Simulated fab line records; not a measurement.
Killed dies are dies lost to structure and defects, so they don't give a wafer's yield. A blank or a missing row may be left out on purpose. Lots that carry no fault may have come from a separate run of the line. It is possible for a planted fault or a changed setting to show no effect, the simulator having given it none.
Which tool was responsible? / flow n5-finfet / Sampling: 12 lots, 36 wafers, 6 of 1938 route steps

== WHAT THE GAUGES SHOWED, per wafer ==
N5_MOL_CONTACT_COAG_THK_MEAS_29.
lot=L075; measured=day 5 13:04; on=film-metro-01; MD_CAP_THK (nm)=18.09 17.92 17.81
lot=L077; measured=day 5 23:00; on=film-metro-02; MD_CAP_THK (nm)=17.83 17.95 17.98
lot=L079; measured=day 6 12:05; on=film-metro-02; MD_CAP_THK (nm)=17.86 17.70 17.69
lot=L081; measured=day 7 05:39; on=film-metro-01; MD_CAP_THK (nm)=17.81 17.77 17.87
lot=L083; measured=day 7 08:46; on=film-metro-01; MD_CAP_THK (nm)=17.91 17.98 17.94
lot=L085; measured=day 8 00:23; on=film-metro-02; MD_CAP_THK (nm)=17.94 17.91 17.97
lot=L087; measured=day 8 14:58; on=film-metro-02; MD_CAP_THK (nm)=17.81 17.83 18.01
lot=L089; measured=day 8 23:25; on=film-metro-01; MD_CAP_THK (nm)=17.78 17.89 17.90
lot=L091; measured=day 9 07:38; on=film-metro-02; MD_CAP_THK (nm)=17.94 17.89 18.05
lot=L093; measured=day 9 23:07; on=film-metro-02; MD_CAP_THK (nm)=18.00 17.82 17.88
lot=L095; measured=day 10 08:33; on=film-metro-02; MD_CAP_THK (nm)=17.77 17.99 17.93
lot=L096; measured=day 10 20:21; on=film-metro-02; MD_CAP_THK (nm)=17.83 17.93 18.02

== TOOL THAT RAN EACH LOT (tool first, then ch and the chambers of the sampled wafers, then the start) ==
lot=L075; N5_GATE_CUT_STRIP_21=plasma-asher-01 ch 0,1, day 4 20:35; N5_GATE_CUT_CMP_43=cmp-03 ch 0,1,3, day 5 02:14; N5_MOL_CONTACT_COAG_DESCUM_13=rie-diel-03 ch 0,3, day 5 03:22; N5_MOL_CONTACT_COAG_ETCH_59=rie-diel-03 ch 0,3, day 5 03:24; N5_MOL_CONTACT_COAG_ETCH_106=rie-diel-03 ch 0,3, day 5 03:27
lot=L077; N5_GATE_CUT_STRIP_21=plasma-asher-02 ch 1, day 5 12:43; N5_GATE_CUT_CMP_43=cmp-02 ch 0,1, day 5 14:41; N5_MOL_CONTACT_COAG_DESCUM_13=rie-diel-01 ch 2,3, day 5 15:49; N5_MOL_CONTACT_COAG_ETCH_59=rie-diel-01 ch 2,3, day 5 15:52; N5_MOL_CONTACT_COAG_ETCH_106=rie-diel-01 ch 2,3, day 5 15:54
lot=L079; N5_GATE_CUT_STRIP_21=plasma-asher-01 ch 0,1, day 5 22:53; N5_GATE_CUT_CMP_43=cmp-01 ch 0,1,3, day 6 00:50; N5_MOL_CONTACT_COAG_DESCUM_13=rie-diel-01 ch 0,2, day 6 01:58; N5_MOL_CONTACT_COAG_ETCH_59=rie-diel-01 ch 0,2, day 6 01:59; N5_MOL_CONTACT_COAG_ETCH_106=rie-diel-01 ch 0,2, day 6 02:02
lot=L081; N5_GATE_CUT_STRIP_21=plasma-asher-01 ch 0,1, day 6 18:40; N5_GATE_CUT_CMP_43=cmp-02 ch 0,2,3, day 6 20:38; N5_MOL_CONTACT_COAG_DESCUM_13=rie-diel-05 ch 0,2, day 6 21:53; N5_MOL_CONTACT_COAG_ETCH_59=rie-diel-05 ch 0,2, day 6 21:55; N5_MOL_CONTACT_COAG_ETCH_106=rie-diel-05 ch 0,2, day 6 21:58
lot=L083; N5_GATE_CUT_STRIP_21=plasma-asher-02 ch 0, day 6 22:21; N5_GATE_CUT_CMP_43=cmp-02 ch 0,2,3, day 7 00:28; N5_MOL_CONTACT_COAG_DESCUM_13=rie-diel-03 ch 0,1, day 7 01:50; N5_MOL_CONTACT_COAG_ETCH_59=rie-diel-03 ch 0,1, day 7 01:53; N5_MOL_CONTACT_COAG_ETCH_106=rie-diel-03 ch 0,1, day 7 01:55
lot=L085; N5_GATE_CUT_STRIP_21=plasma-asher-02 ch 0,1, day 7 14:14; N5_GATE_CUT_CMP_43=cmp-03 ch 0,1,2, day 7 16:21; N5_MOL_CONTACT_COAG_DESCUM_13=rie-diel-03 ch 0,1, day 7 17:37; N5_MOL_CONTACT_COAG_ETCH_59=rie-diel-03 ch 0,1, day 7 17:39; N5_MOL_CONTACT_COAG_ETCH_106=rie-diel-03 ch 0,1, day 7 17:42
lot=L087; N5_GATE_CUT_STRIP_21=plasma-asher-02 ch 0,1, day 8 02:26; N5_GATE_CUT_CMP_43=cmp-02 ch 1,3, day 8 04:29; N5_MOL_CONTACT_COAG_DESCUM_13=rie-diel-05 ch 1,2,3, day 8 05:40; N5_MOL_CONTACT_COAG_ETCH_59=rie-diel-05 ch 1,2,3, day 8 05:42; N5_MOL_CONTACT_COAG_ETCH_106=rie-diel-05 ch 1,2,3, day 8 05:44
lot=L089; N5_GATE_CUT_STRIP_21=plasma-asher-01 ch 1, day 8 10:40; N5_GATE_CUT_CMP_43=cmp-01 ch 0,1,3, day 8 12:44; N5_MOL_CONTACT_COAG_DESCUM_13=rie-diel-01 ch 1,2, day 8 14:22; N5_MOL_CONTACT_COAG_ETCH_59=rie-diel-01 ch 1,2, day 8 14:23; N5_MOL_CONTACT_COAG_ETCH_106=rie-diel-01 ch 1,2, day 8 14:26
lot=L091; N5_GATE_CUT_STRIP_21=plasma-asher-01 ch 0, day 8 18:32; N5_GATE_CUT_CMP_43=cmp-02 ch 2,3, day 8 20:36; N5_MOL_CONTACT_COAG_DESCUM_13=rie-diel-03 ch 0,1,3, day 8 22:40; N5_MOL_CONTACT_COAG_ETCH_59=rie-diel-03 ch 0,1,3, day 8 22:42; N5_MOL_CONTACT_COAG_ETCH_106=rie-diel-03 ch 0,1,3, day 8 22:45
lot=L093; N5_GATE_CUT_STRIP_21=plasma-asher-01 ch 0,1, day 9 09:02; N5_GATE_CUT_CMP_43=cmp-02 ch 0,3, day 9 10:59; N5_MOL_CONTACT_COAG_DESCUM_13=rie-diel-01 ch 0,2, day 9 12:14; N5_MOL_CONTACT_COAG_ETCH_59=rie-diel-01 ch 0,2, day 9 12:16; N5_MOL_CONTACT_COAG_ETCH_106=rie-diel-01 ch 0,2, day 9 12:19
lot=L095; N5_GATE_CUT_STRIP_21=plasma-asher-02 ch 0,1, day 9 19:35; N5_GATE_CUT_CMP_43=cmp-01 ch 2,3, day 9 21:43; N5_MOL_CONTACT_COAG_DESCUM_13=rie-diel-05 ch 0,1,2, day 9 22:47; N5_MOL_CONTACT_COAG_ETCH_59=rie-diel-05 ch 0,1,2, day 9 22:49; N5_MOL_CONTACT_COAG_ETCH_106=rie-diel-05 ch 0,1,2, day 9 22:52
lot=L096; N5_GATE_CUT_STRIP_21=plasma-asher-02 ch 0,1, day 10 10:10; N5_GATE_CUT_CMP_43=cmp-02 ch 0,1,2, day 10 12:11; N5_MOL_CONTACT_COAG_DESCUM_13=rie-diel-03 ch 0,2,3, day 10 13:19; N5_MOL_CONTACT_COAG_ETCH_59=rie-diel-03 ch 0,2,3, day 10 13:22; N5_MOL_CONTACT_COAG_ETCH_106=rie-diel-03 ch 0,2,3, day 10 13:25
- N5_GATE_CUT_STRIP_21: strips in N2/H2, time 30 s.
- N5_GATE_CUT_CMP_43: polishes SiO2.
- N5_MOL_CONTACT_COAG_DESCUM_13: chemistry O2, time 7 s.
- N5_MOL_CONTACT_COAG_ETCH_59: etches underlayer in N2/H2, target depth 13 nm, time 10.4 s.
- N5_MOL_CONTACT_COAG_ETCH_106: etches SOC in N2/H2, target depth 80 nm, overetch 16 nm, time 120 s.

== THE ANSWER, worked out from the rows above alone ==
Rule: the usual values come from the lots themselves. Put in order of their means at a reading, lots are off if they are a third of the lots or fewer, leave a main group of 4 or more, and stand apart from it by a gap of 3 or more times the standard deviation of the main group's means; of several such gaps the widest counts. A main group whose means are all the same, to the digits that the tables above print for the reading, isn't used. A lot without any number at a reading at which 4 lots or more have one is off too. Any other lot the step has rows for is counted as sound.
No lot is off at any reading shown: from this, nothing can be told.

== WHAT THE SIMULATOR HAD INSERTED ==
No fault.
